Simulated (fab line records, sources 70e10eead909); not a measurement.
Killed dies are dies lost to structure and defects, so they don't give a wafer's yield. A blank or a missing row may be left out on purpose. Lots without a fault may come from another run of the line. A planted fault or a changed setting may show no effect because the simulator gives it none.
Chamber matching | flow nand_harc | NHARC_A_SLIT_DEP_23 on pecvd-02: 3 sister chambers
The step deposits SiON, target thk 100 nm. 3 wafers are shown with their chamber, then 9 later ones without.

WAFERS WITH THEIR CHAMBER
wafer  | chamber | heater_power_outer_w (W)
L078.6 | 1       | 452
L085.5 | 2       | 371
L085.6 | 0       | 503

WAFERS WITHOUT THEIR CHAMBER
wafer  | heater_power_outer_w (W)
L087.1 | 492
L087.2 | 459
L087.4 | 462
L093.4 | 404
L093.5 | 458
L093.6 | 558
L095.1 | 469
L095.2 | 498
L095.6 | 488

WHICH CHAMBER EACH WENT THROUGH
wafer  | from the rows above     | in truth
L087.1 | can't be placed: 0 or 1 | 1
L087.2 | can't be placed: 1 or 0 | 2
L087.4 | can't be placed: 1 or 0 | 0
L093.4 | can't be placed: 2 or 1 | 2
L093.5 | can't be placed: 1 or 0 | 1
L093.6 | 0                       | 0
L095.1 | can't be placed: 1 or 0 | 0
L095.2 | can't be placed: 0 or 1 | 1
L095.6 | can't be placed: 0 or 1 | 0
Placed correctly: 1 of 9. Can't be placed from these rows: 8 (the true chamber is among the candidates in 7). Placed wrongly: 0.
How it was worked out, from the rows above alone: a wafer's distance from a chamber is the root of the sum, over the readings, of the square of ((its reading less the chamber's mean) divided by the reading's scatter). The wafer belongs to the nearest chamber; if the next one is less than 2 further off, it can't be placed. A chamber's mean is the mean of its shown wafers. The scatter: with one shown wafer a chamber, the root of the mean of the squares of how far each hidden wafer lies from its nearest shown one.
